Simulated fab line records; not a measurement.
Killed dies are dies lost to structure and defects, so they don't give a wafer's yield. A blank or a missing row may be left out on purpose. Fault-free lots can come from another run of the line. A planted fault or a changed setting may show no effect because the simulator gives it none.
fab line records	flow nand_harc
record: lots: 24	wafers: 72	last_day: 24
route steps=1159 shown P_M2@329 P_BONDPAD@368 A_ONON_D1@437
lots with no fault: from the same line, run without faults
start_h: hours from the record's opening day to when the first of the lot's shown wafers began	wait_h: how many hours have passed since the lot's step before this one	" the same as in the row above	L1.1+2: a single row standing in for several wafers	- no value, or no start was given	* or withheld: withheld	< > ~ a bound
route shown NAME@n: names a module that has steps shown in the file, with the first one's number in the route	usual: mean/standard deviation taken from wafers without a fault	same: alike in all rows	chamber/n: place in a boat	sites: per-site readings	_std_site: how widely they spread, as a standard deviation	_edge_site: inner sites' mean taken away from outer sites' mean	radius_mm: for every site, how far away it sits from the centre of the wafer	mask NAME#n: copy n	behind: the last tool/chamber to shape the wafer	hold: cause of the lot's hold/its duration in hours/its outcome	device: names the non-switching transistor (n, p or np)	end of line: at the end of the route, the tests of the same wafers	step lacking rows: just its recipe	killed: not the wafer's yield, but the dies lost to structure and defects at the first sort	map: dies across one wafer; x = killed, . = not, _ = none there
set.NAME: setting as actually run; set.NAME@STEP: the setting as run at that earlier step	model.NAME: the simulator's own value behind a step, which no gauge read
a sample of lots followed through the steps of the route, with each step as a table and each wafer as a row
services: a tool's chamber out of use, with start hour (start_h, from the record's first day; less than 0 if before it), hours out, and reason
== steps ==
step: NHARC_P_M2_OVL_MEAS_10
recipe: pitch_nm: 340
usual: overlay_x_nm: -0.2/0.81	overlay_y_nm: -0.1/0.74
lot.wafer	tool	chamber	start_h	wait_h	overlay_x_nm	overlay_y_nm
L075.2	overlay-01	-	135.15	-	0.9	-0.1
L075.5	"	-	"	"	0.9	0.0
L075.6	"	-	"	"	1.2	0.1
L074.2	overlay-02	-	135.72	-	0.9	0.6
L074.3	"	-	"	"	0.7	1.0
L074.5	"	-	"	"	1.1	0.8
L076.1	overlay-02	-	136.36	-	-0.7	-1.2
L076.2	"	-	"	"	0.2	-1.4
L076.6	"	-	"	"	-1.0	-2.0
L077.2	overlay-01	-	142.59	-	1.2	-0.3
L077.3	"	-	"	"	0.7	-0.1
L077.4	"	-	"	"	1.1	-0.1
L078.1	overlay-01	-	154.79	-	-1.2	1.6
L078.2	"	-	"	"	-1.1	0.7
L078.3	"	-	"	"	-0.9	1.1
L079.2	overlay-02	-	160.16	-	1.1	0.2
L079.3	"	-	"	"	0.3	0.1
L079.4	"	-	"	"	0.6	0.0
L080.1	overlay-02	-	163.08	-	-0.6	-0.5
L080.2	"	-	"	"	-0.6	-0.6
L080.6	"	-	"	"	-1.2	-0.3
L081.2	overlay-01	-	165.57	-	-0.6	-0.5
L081.3	"	-	"	"	-0.7	-0.5
L081.5	"	-	"	"	-0.1	-0.7
L082.2	overlay-02	-	172.05	-	-0.2	-0.9
L082.3	"	-	"	"	0.1	-1.4
L082.5	"	-	"	"	-0.7	-1.2
L083.2	overlay-02	-	184.40	-	-0.3	1.4
L083.3	"	-	"	"	-0.3	1.2
L083.4	"	-	"	"	-0.2	1.3
L084.1	overlay-01	-	184.93	-	0.3	-0.7
L084.2	"	-	"	"	0.5	-0.2
L084.6	"	-	"	"	-0.2	-0.4
L088.4	overlay-01	-	203.04	-	-1.8	-0.3
L088.5	"	-	"	"	-1.6	-0.2
L088.6	"	-	"	"	-1.3	0.5
L087.2	overlay-01	-	206.18	-	-0.1	0.9
L087.3	"	-	"	"	0.4	0.1
L087.5	"	-	"	"	0.4	1.2
L085.2	overlay-02	-	206.76	-	-0.2	-1.0
L085.3	"	-	"	"	-0.2	-0.3
L085.5	"	-	"	"	-0.4	-0.4
L086.3	overlay-01	-	220.28	-	-1.8	-0.6
L086.5	"	-	"	"	-2.1	-0.1
L086.6	"	-	"	"	-1.6	-0.4
L090.1	overlay-01	-	221.48	-	-0.5	-0.4
L090.5	"	-	"	"	-0.3	-0.4
L090.6	"	-	"	"	-0.2	0.7
L089.1	overlay-02	-	222.29	-	0.0	-0.5
L089.2	"	-	"	"	-0.5	-0.8
L089.3	"	-	"	"	-0.2	-0.5
L091.2	overlay-02	-	230.12	-	1.0	0.1
L091.5	"	-	"	"	1.0	0.3
L091.6	"	-	"	"	0.6	0.3
L094.2	overlay-02	-	236.79	-	-0.2	0.4
L094.3	"	-	"	"	-1.1	-0.2
L094.6	"	-	"	"	-0.4	-0.3
L092.1	overlay-01	-	237.35	-	-0.4	0.3
L092.2	"	-	"	"	-0.4	-0.2
L092.4	"	-	"	"	0.0	0.7
L093.3	overlay-01	-	238.98	-	0.4	-0.4
L093.5	"	-	"	"	0.5	-0.5
L093.6	"	-	"	"	0.7	-0.4
L095.1	overlay-02	-	252.46	-	-0.2	-0.3
L095.2	"	-	"	"	-0.4	-0.4
L095.5	"	-	"	"	0.1	0.4
L097.1	overlay-02	-	255.47	-	-1.5	-1.0
L097.2	"	-	"	"	-1.7	-1.1
L097.4	"	-	"	"	-1.1	-1.4
L096.2	overlay-02	-	260.61	-	-0.1	0.5
L096.3	"	-	"	"	0.2	0.4
L096.6	"	-	"	"	0.1	0.4
step: NHARC_P_M2_DEGAS_29
recipe: temp_c: 250	time_s: 60
usual: heater_power_w: 348/32
same: time_s: 60
lot.wafer	tool	chamber	start_h	wait_h	heater_power_w
L075.2	pvd_sputter-01	-	136.28	-	384
L075.5	"	-	"	"	348
L075.6	"	-	"	"	361
L074.2	pvd_sputter-03	-	136.91	-	312
L074.3	"	-	"	"	322
L074.5	"	-	"	"	324
L076.1	pvd_sputter-02	-	137.49	-	348
L076.2	"	-	"	"	415
L076.6	"	-	"	"	324
L077.2	pvd_sputter-02	-	143.78	-	345
L077.4	"	-	"	"	403
L077.3	"	-	"	"	297
L078.3	pvd_sputter-01	-	155.93	-	356
L078.2	"	-	"	"	382
L078.1	"	-	"	"	355
L079.2	pvd_sputter-02	-	161.36	-	340
L079.3	"	-	"	"	417
L079.4	"	-	"	"	297
L080.1	pvd_sputter-02	-	164.24	-	298
L080.2	"	-	"	"	345
L080.6	"	-	"	"	301
L081.2	pvd_sputter-03	-	166.70	-	315
L081.3	"	-	"	"	310
L081.5	"	-	"	"	357
L082.3	pvd_sputter-02	-	173.27	-	342
L082.2	"	-	"	"	421
L082.5	"	-	"	"	333
L083.4	pvd_sputter-01	-	185.61	-	352
L083.3	"	-	"	"	340
L083.2	"	-	"	"	360
L084.1	pvd_sputter-01	-	186.05	-	351
L084.2	"	-	"	"	375
L084.6	"	-	"	"	351
L088.4	pvd_sputter-01	-	204.15	-	343
L088.6	"	-	"	"	351
L088.5	"	-	"	"	365
L087.3	pvd_sputter-01	-	207.32	-	353
L087.2	"	-	"	"	371
L087.5	"	-	"	"	406
L085.3	pvd_sputter-02	-	207.88	-	304
L085.2	"	-	"	"	334
L085.5	"	-	"	"	302
L086.3	pvd_sputter-03	-	221.43	-	352
L086.5	"	-	"	"	330
L086.6	"	-	"	"	354
L090.1	pvd_sputter-01	-	222.61	-	368
L090.5	"	-	"	"	349
L090.6	"	-	"	"	348
L089.1	pvd_sputter-03	-	223.41	-	322
L089.3	"	-	"	"	312
L089.2	"	-	"	"	313
L091.2	pvd_sputter-03	-	231.32	-	317
L091.6	"	-	"	"	368
L091.5	"	-	"	"	314
L094.3	pvd_sputter-01	-	237.95	-	360
L094.2	"	-	"	"	357
L094.6	"	-	"	"	348
L092.1	pvd_sputter-02	-	238.54	-	323
L092.4	"	-	"	"	414
L092.2	"	-	"	"	351
L093.3	pvd_sputter-01	-	240.11	-	412
L093.5	"	-	"	"	357
L093.6	"	-	"	"	352
L095.2	pvd_sputter-02	-	253.58	-	303
L095.1	"	-	"	"	329
L095.5	"	-	"	"	299
L097.2	pvd_sputter-02	-	256.70	-	354
L097.4	"	-	"	"	335
L097.1	"	-	"	"	305
L096.3	pvd_sputter-03	-	261.74	-	319
L096.2	"	-	"	"	355
L096.6	"	-	"	"	325
step: NHARC_P_M2_CMP_23
recipe: t_overpolish_s: 20	target_thk_nm: 144.3
usual: motor_current_A: 12.1/0.96	time_to_endpoint_s: 28.0/2.2
lot.wafer	tool	chamber	start_h	wait_h	motor_current_A	time_to_endpoint_s
L075.2	cmp-02	2	137.42	-	10.5	32.2
L075.6	"	0	"	"	14.6	31.3
L075.5	"	1	"	"	12.2	29.0
L074.3	cmp-04	0	138.01	-	12.3	23.7
L074.2	"	2	"	"	10.8	26.0
L074.5	"	1	"	"	14.0	23.9
L076.2	cmp-04	1	138.58	-	12.5	29.4
L076.1	"	3	"	"	12.3	26.9
L076.6	"	2	"	"	11.3	26.3
L077.3	cmp-04	2	144.85	-	11.2	24.0
L077.4	"	0	"	"	12.5	29.4
L077.2	"	1	"	"	13.0	28.4
L078.2	cmp-04	2	157.22	-	10.9	26.8
L078.1	"	3	"	"	12.2	27.4
L078.3	"	0	"	"	12.7	29.2
L079.3	cmp-03	1	162.43	-	11.8	26.4
L079.2	"	2	"	"	11.3	29.7
L079.4	"	0	"	"	13.0	27.6
L080.2	cmp-03	3	165.31	-	11.9	26.9
L080.1	"	0	"	"	13.4	26.5
L080.6	"	3	"	"	12.4	27.4
L081.2	cmp-02	1	167.78	-	12.2	29.2
L081.3	"	0	"	"	14.0	32.2
L081.5	"	1	"	"	12.1	28.6
L082.2	cmp-03	2	174.43	-	11.2	29.6
L082.3	"	3	"	"	12.3	28.0
L082.5	"	3	"	"	12.0	27.9
L083.2	cmp-03	0	186.71	-	13.0	26.9
L083.3	"	1	"	"	11.7	29.9
L083.4	"	2	"	"	11.5	30.7
L084.2	cmp-04	3	187.19	-	12.8	27.7
L084.1	"	1	"	"	13.5	30.7
L084.6	"	2	"	"	10.8	27.7
L088.4	cmp-02	2	205.30	-	10.6	28.8
L088.6	"	1	"	"	12.9	25.0
L088.5	"	2	"	"	11.7	28.3
L087.3	cmp-02	1	208.45	-	12.4	24.6
L087.2	"	2	"	"	11.1	28.5
L087.5	"	0	"	"	14.4	25.0
L085.3	cmp-03	3	208.97	-	12.4	28.4
L085.2	"	1	"	"	11.8	28.4
L085.5	"	0	"	"	13.1	28.2
L086.3	cmp-03	2	222.55	-	10.7	29.0
L086.5	"	1	"	"	12.4	28.3
L086.6	"	2	"	"	11.5	27.9
L090.1	cmp-02	1	223.73	-	12.4	22.8
L090.5	"	3	"	"	11.1	24.6
L090.6	"	0	"	"	13.6	25.6
L089.3	cmp-03	2	224.52	-	12.0	30.3
L089.1	"	3	"	"	12.7	33.2
L089.2	"	0	"	"	12.4	30.1
L091.2	cmp-04	2	232.45	-	10.8	25.0
L091.6	"	0	"	"	12.2	27.4
L091.5	"	1	"	"	12.6	29.1
L094.3	cmp-04	3	239.06	-	12.3	30.1
L094.2	"	1	"	"	12.4	27.3
L094.6	"	2	"	"	11.3	28.3
L092.1	cmp-03	2	239.65	-	11.1	26.1
L092.4	"	0	"	"	13.3	27.4
L092.2	"	1	"	"	10.6	25.7
L093.3	cmp-03	1	241.23	-	11.5	30.8
L093.5	"	3	"	"	12.2	33.1
L093.6	"	0	"	"	12.8	30.0
L095.2	cmp-02	3	254.72	-	11.2	25.5
L095.1	"	1	"	"	12.3	25.6
L095.5	"	2	"	"	10.5	30.2
L097.1	cmp-02	2	257.96	-	11.0	28.3
L097.4	"	3	"	"	11.2	25.6
L097.2	"	0	"	"	14.4	29.8
L096.3	cmp-04	0	262.83	-	12.1	28.4
L096.2	"	3	"	"	12.8	27.1
L096.6	"	0	"	"	11.4	28.4
step: NHARC_P_M2_DEP_33
recipe: target_thk_a: 300	temp_c: 370	target_thk_nm: 30	pressure_torr: 3	flow_sccm: 200	rf_w: 450	material: SiCN
usual: heater_power_outer_w: 355/65	heater_power_w: 604/78
lot.wafer	tool	chamber	start_h	wait_h	heater_power_outer_w	heater_power_w
L075.2	pecvd-04	2	138.08	0.1	348	614
L075.5	"	0	"	"	233	442
L075.6	"	2	"	"	355	617
L074.3	pecvd-02	0	138.63	0.1	423	662
L074.2	"	1	"	"	457	734
L074.5	"	0	"	"	422	674
L076.2	pecvd-03	2	139.23	0.1	272	536
L076.1	"	0	"	"	339	525
L076.6	"	1	"	"	417	698
L077.3	pecvd-03	0	145.48	0.1	400	659
L077.2	"	1	"	"	398	687
L077.4	"	0	"	"	408	633
L078.2	pecvd-03	1	157.81	0.1	403	683
L078.3	"	2	"	"	209	455
L078.1	"	0	"	"	391	621
L079.2	pecvd-03	1	163.06	0.1	459	744
L079.3	"	0	"	"	377	607
L079.4	"	1	"	"	454	747
L080.2	pecvd-03	2	165.94	0.1	282	548
L080.1	"	1	"	"	427	704
L080.6	"	0	"	"	373	583
L081.3	pecvd-04	1	168.40	0.1	368	615
L081.2	"	2	"	"	361	647
L081.5	"	2	"	"	360	634
L082.2	pecvd-03	2	175.09	0.1	254	494
L082.3	"	2	"	"	246	499
L082.5	"	2	"	"	257	505
L083.3	pecvd-03	0	187.34	0.1	394	623
L083.2	"	1	"	"	421	682
L083.4	"	1	"	"	424	694
L084.2	pecvd-03	1	187.78	0.1	413	717
L084.1	"	2	"	"	294	557
L084.6	"	1	"	"	415	696
L088.5	pecvd-03	1	206.02	0.2	456	709
L088.4	"	2	"	"	246	496
L088.6	"	0	"	"	377	611
L087.2	pecvd-02	1	209.06	0.1	422	686
L087.3	"	2	"	"	388	624
L087.5	"	2	"	"	391	636
L085.2	pecvd-04	0	209.59	0.1	235	445
L085.3	"	1	"	"	377	616
L085.5	"	2	"	"	370	648
L086.3	pecvd-04	0	223.14	0.1	277	506
L086.6	"	0	"	"	283	496
L086.5	"	1	"	"	360	610
L090.1	pecvd-03	2	224.29	0.1	289	565
L090.6	"	0	"	"	405	634
L090.5	"	1	"	"	348	621
L089.1	pecvd-02	1	225.11	0.1	437	705
L089.2	"	2	"	"	344	587
L089.3	"	0	"	"	391	623
L091.2	pecvd-03	2	233.02	0.1	303	559
L091.6	"	0	"	"	371	606
L091.5	"	1	"	"	425	725
L094.3	pecvd-02	2	239.65	0.1	315	522
L094.2	"	1	"	"	382	662
L094.6	"	0	"	"	407	656
L092.1	pecvd-03	1	240.42	0.1	444	749
L092.2	"	0	"	"	412	646
L092.4	"	1	"	"	460	725
L093.3	pecvd-04	1	241.88	0.1	411	677
L093.6	"	2	"	"	378	648
L093.5	"	1	"	"	411	678
L095.2	pecvd-03	0	255.32	0.1	370	614
L095.1	"	2	"	"	242	503
L095.5	"	1	"	"	369	637
L097.1	pecvd-04	0	258.59	0.1	290	506
L097.2	"	1	"	"	404	666
L097.4	"	2	"	"	342	605
L096.2	pecvd-03	2	263.50	0.1	240	475
L096.3	"	0	"	"	377	611
L096.6	"	2	"	"	239	490
step: NHARC_P_BONDPAD_ETCH_37
recipe: target_depth_a: 600	overetch_a: 180	time_s: 65.91	ion_energy_ev: 200	n2_flow_sccm: 150	h2_flow_sccm: 150	ar_flow_sccm: 0	rf_w: 400	bias_w: 150	chemistry: N2/H2
usual: drypump_motor_current_A: 5.9/0.55	h2_flow_sccm: 150.1/0.43	oes_product_au: 0.999/0.0076	rf_vpp_V: 432.7/2	showerhead_plenum_p_Torr: 2.12/0.064	throttle_valve_pct: 14.172/0.0099
same: time_s: 65.91
lot.wafer	tool	chamber	start_h	wait_h	drypump_motor_current_A	h2_flow_sccm	oes_product_au	rf_hours_counter_h	rf_vpp_V	showerhead_plenum_p_Torr	throttle_valve_pct
L075.2	rie_diel-05	3	140.25	0.2	6.6	150.7	0.996	57	432.5	2.05	14.179
L075.6	"	0	"	"	5.8	150.6	0.991	-	432.9	2.10	14.175
L075.5	"	1	"	"	5.9	150.0	1.005	-	430.0	2.06	14.155
L074.3	rie_diel-12	1	140.57	0.1	5.9	150.0	1.002	31	436.6	2.21	14.185
L074.2	"	3	"	"	5.5	149.3	1.004	38	432.3	2.15	14.176
L074.5	"	1	"	"	5.9	149.9	1.012	-	433.8	2.21	14.178
L076.2	rie_diel-05	0	141.34	0.2	5.8	150.4	1.002	55	432.0	2.10	14.170
L076.1	"	1	"	"	5.9	149.8	1.008	55	431.3	2.06	14.154
L076.6	"	2	"	"	6.2	149.9	1.011	-	434.5	2.17	14.173
L077.4	rie_diel-01	1	147.39	0.1	5.9	149.8	0.994	0	431.1	2.15	14.173
L077.2	"	2	"	"	4.9	150.1	0.990	0	433.1	2.17	14.170
L077.3	"	3	"	"	6.6	150.3	0.992	0	431.9	2.09	14.165
L078.2	rie_diel-12	1	159.76	0.1	5.9	149.2	1.008	40	436.1	2.20	14.181
L078.3	"	2	"	"	5.8	150.0	1.004	39	430.7	2.08	14.174
L078.1	"	3	"	"	5.5	149.8	1.002	46	432.1	2.15	14.185
L079.3	rie_diel-01	2	165.12	0.1	4.9	150.6	1.000	2	434.0	2.17	14.167
L079.2	"	3	"	"	6.7	149.7	1.006	2	432.2	2.09	14.172
L079.4	"	0	"	"	6.5	150.0	0.991	1	432.2	2.10	14.173
L080.2	rie_diel-01	1	167.73	0.1	5.9	149.9	1.008	2	432.3	2.15	14.177
L080.1	"	2	"	"	4.9	150.4	0.999	2	434.2	2.17	14.167
L080.6	"	0	"	"	6.5	149.6	1.004	-	432.9	2.10	14.170
L081.2	rie_diel-01	0	170.51	0.1	6.5	150.0	0.993	2	433.4	2.10	14.168
L081.3	"	2	"	"	4.9	150.1	0.995	3	433.6	2.17	14.181
L081.5	"	0	"	"	6.5	149.7	1.001	-	432.3	2.10	14.168
L082.3	rie_diel-01	3	177.36	0.4	6.6	150.5	1.003	3	431.8	2.09	14.154
L082.2	"	0	"	"	6.5	150.4	1.001	2	432.6	2.10	14.176
L082.5	"	3	"	"	6.6	150.4	0.999	-	432.0	2.09	14.158
L083.2	rie_diel-12	3	189.24	0.1	5.5	149.6	0.991	57	432.9	2.14	14.173
L083.4	"	0	"	"	5.8	149.8	0.999	54	426.3	1.89	14.178
L083.3	"	1	"	"	5.9	149.7	1.006	50	435.7	2.20	14.182
L084.1	rie_diel-12	3	189.73	0.1	5.5	149.0	1.001	57	432.6	2.14	14.167
L084.2	"	0	"	"	5.7	149.3	0.988	55	426.0	1.89	14.165
L084.6	"	2	"	"	5.8	149.8	0.999	-	431.1	2.07	14.181
L088.6	rie_diel-01	1	208.00	0.1	5.8	150.7	1.020	-	433.2	2.15	14.173
L088.4	"	3	"	"	6.6	150.4	0.991	-	431.3	2.09	14.165
L088.5	"	0	"	"	6.5	150.0	0.999	-	431.1	2.10	14.168
L087.2	rie_diel-01	3	211.00	0.1	6.7	150.5	0.997	6	431.0	2.09	14.174
L087.3	"	0	"	"	6.5	150.8	1.006	5	432.1	2.10	14.149
L087.5	"	0	"	"	6.5	150.4	0.997	-	431.9	2.10	14.166
L085.3	rie_diel-12	2	211.57	0.1	5.8	150.2	0.984	0	430.0	2.07	14.158
L085.2	"	3	"	"	5.5	150.1	0.983	0	433.5	2.14	14.188
L085.5	"	2	"	"	5.8	149.8	0.987	-	430.4	2.07	14.181
L086.3	rie_diel-01	2	225.09	0.1	4.9	150.1	1.002	6	435.6	2.17	14.168
L086.5	"	1	"	"	5.9	149.1	1.010	-	432.2	2.15	14.171
L086.6	"	2	"	"	4.9	150.4	1.010	-	434.5	2.17	14.181
L090.1	rie_diel-12	2	226.25	0.1	5.8	149.8	0.998	7	433.3	2.07	14.176
L090.6	"	3	"	"	5.5	149.9	1.000	-	433.9	2.14	14.190
L090.5	"	0	"	"	5.8	150.6	0.990	-	436.7	2.22	14.164
L089.2	rie_diel-01	2	227.09	0.1	4.9	149.9	0.995	7	434.8	2.17	14.156
L089.1	"	0	"	"	6.5	150.3	0.991	8	433.0	2.10	14.156
L089.3	"	1	"	"	5.8	150.5	0.989	8	433.3	2.15	14.200
L091.2	rie_diel-12	0	234.98	0.1	5.7	149.3	0.988	8	433.8	2.22	14.171
L091.5	"	0	"	"	5.8	149.9	0.993	-	435.4	2.22	14.191
L091.6	"	1	"	"	5.9	150.4	1.002	-	436.4	2.19	14.178
L094.3	rie_diel-01	2	241.47	0.1	4.9	149.8	1.000	7	433.5	2.17	14.180
L094.2	"	3	"	"	6.6	151.0	0.992	9	431.4	2.08	14.179
L094.6	"	1	"	"	5.8	150.1	1.002	-	434.0	2.15	14.181
L092.1	rie_diel-01	1	242.39	0.1	5.8	150.0	1.000	9	432.6	2.15	14.177
L092.4	"	2	"	"	4.9	150.2	0.998	8	433.7	2.17	14.187
L092.2	"	3	"	"	6.6	149.5	0.998	9	430.6	2.08	14.178
L093.3	rie_diel-01	2	243.86	0.1	4.9	150.3	0.997	8	435.3	2.17	14.172
L093.5	"	1	"	"	5.8	149.7	0.991	-	434.2	2.15	14.161
L093.6	"	2	"	"	4.9	149.8	0.992	-	433.1	2.17	14.168
L095.2	rie_diel-01	1	257.26	0.1	5.8	150.3	1.001	10	432.8	2.15	14.165
L095.1	"	3	"	"	6.7	149.7	0.991	10	431.1	2.08	14.175
L095.5	"	1	"	"	5.8	149.8	0.999	-	432.8	2.15	14.179
L097.2	rie_diel-01	3	260.66	0.2	6.6	150.1	0.992	10	432.4	2.08	14.176
L097.1	"	0	"	"	6.5	150.1	1.004	10	432.9	2.10	14.144
L097.4	"	1	"	"	5.8	149.6	0.996	10	433.4	2.15	14.163
L096.3	rie_diel-01	3	265.41	0.1	6.7	149.5	0.999	11	431.0	2.08	14.170
L096.2	"	1	"	"	5.9	149.9	0.997	11	435.1	2.14	14.177
L096.6	"	2	"	"	4.9	150.0	0.994	-	432.9	2.17	14.181
step: NHARC_A_ONON_D1_THK_MEAS_18
recipe: thk_meas_gauge: ellipsometry
usual: thk_nm: 1001/10
lot.wafer	tool	chamber	start_h	wait_h	thk_nm
L075.2	film_metro-02	-	182.01	-	1000
L075.5	"	-	"	"	998
L075.6	"	-	"	"	999
L074.2	film_metro-01	-	182.02	-	1009
L074.3	"	-	"	"	1006
L074.5	"	-	"	"	1009
L077.2	film_metro-01	-	182.03	-	1010
L077.3	"	-	"	"	1011
L077.4	"	-	"	"	1012
L076.1	film_metro-01	-	182.37	-	1010
L076.2	"	-	"	"	1010
L076.6	"	-	"	"	1011
L078.1	film_metro-01	-	196.86	-	1004
L078.2	"	-	"	"	1004
L078.3	"	-	"	"	1004
L080.1	film_metro-02	-	207.14	-	998
L080.2	"	-	"	"	996
L080.6	"	-	"	"	996
L081.2	film_metro-01	-	207.15	-	1003
L081.3	"	-	"	"	1004
L081.5	"	-	"	"	1002
L079.2	film_metro-01	-	207.50	-	993
L079.3	"	-	"	"	993
L079.4	"	-	"	"	993
L082.2	film_metro-02	-	216.81	-	1009
L082.3	"	-	"	"	1007
L082.5	"	-	"	"	1010
L083.2	film_metro-01	-	225.80	-	1026
L083.3	"	-	"	"	1027
L083.4	"	-	"	"	1026
L084.1	film_metro-02	-	225.81	-	1005
L084.2	"	-	"	"	1005
L084.6	"	-	"	"	1005
L088.4	film_metro-02	-	246.65	-	996
L088.5	"	-	"	"	998
L088.6	"	-	"	"	998
L087.2	film_metro-02	-	246.65	-	979
L087.3	"	-	"	"	979
L087.5	"	-	"	"	981
L085.2	film_metro-01	-	251.64	-	979
L085.3	"	-	"	"	978
L085.5	"	-	"	"	977
L090.1	film_metro-01	-	262.70	-	1001
L090.5	"	-	"	"	1000
L090.6	"	-	"	"	1002
L089.1	film_metro-02	-	262.70	-	1008
L089.2	"	-	"	"	1006
L089.3	"	-	"	"	1006
L086.3	film_metro-01	-	262.85	-	1004
L086.5	"	-	"	"	1004
L086.6	"	-	"	"	1005
L091.2	film_metro-01	-	271.69	-	1009
L091.5	"	-	"	"	1010
L091.6	"	-	"	"	1007
L092.1	film_metro-01	-	278.08	-	994
L092.2	"	-	"	"	996
L092.4	"	-	"	"	997
L094.2	film_metro-01	-	278.09	-	1010
L094.3	"	-	"	"	1010
L094.6	"	-	"	"	1009
L093.3	film_metro-02	-	278.10	-	997
L093.5	"	-	"	"	997
L093.6	"	-	"	"	997
L097.1	film_metro-01	-	298.69	-	988
L097.2	"	-	"	"	989
L097.4	"	-	"	"	988
L095.1	film_metro-01	-	298.72	-	993
L095.2	"	-	"	"	995
L095.5	"	-	"	"	993
L096.2	film_metro-02	-	302.14	-	1005
L096.3	"	-	"	"	1007
L096.6	"	-	"	"	1004
== services ==
tool	chamber	start_h	hours	kind
cmp-04	-	117.43	1.5	repair
rie_diel-12	2	117.57	4.0	repair
cmp-02	-	128.50	4.0	pm
pecvd-04	1	128.65	9.8	repair
pvd_sputter-02	-	128.88	6.6	repair
rie_diel-01	-	137.88	9.0	pm
cmp-03	-	139.38	1.8	repair
cmp-02	-	141.51	1.2	repair
rie_diel-01	0	151.25	11.0	repair
cmp-03	-	157.48	4.0	pm
pvd_sputter-01	-	171.17	10.0	pm
pecvd-04	-	172.91	1.1	repair
rie_diel-01	1	174.47	11.1	repair
rie_diel-01	3	179.79	2.4	repair
cmp-04	-	184.05	1.0	repair
cmp-04	-	191.40	0.4	repair
rie_diel-12	-	202.46	9.0	pm
rie_diel-01	2	203.56	16.8	repair
cmp-04	-	203.81	4.0	pm
cmp-04	-	222.94	1.9	repair
cmp-02	-	226.50	4.0	pm
cmp-04	-	233.71	3.7	repair
rie_diel-01	-	253.24	0.6	repair
cmp-03	-	255.48	4.0	pm
== key ==
fault none
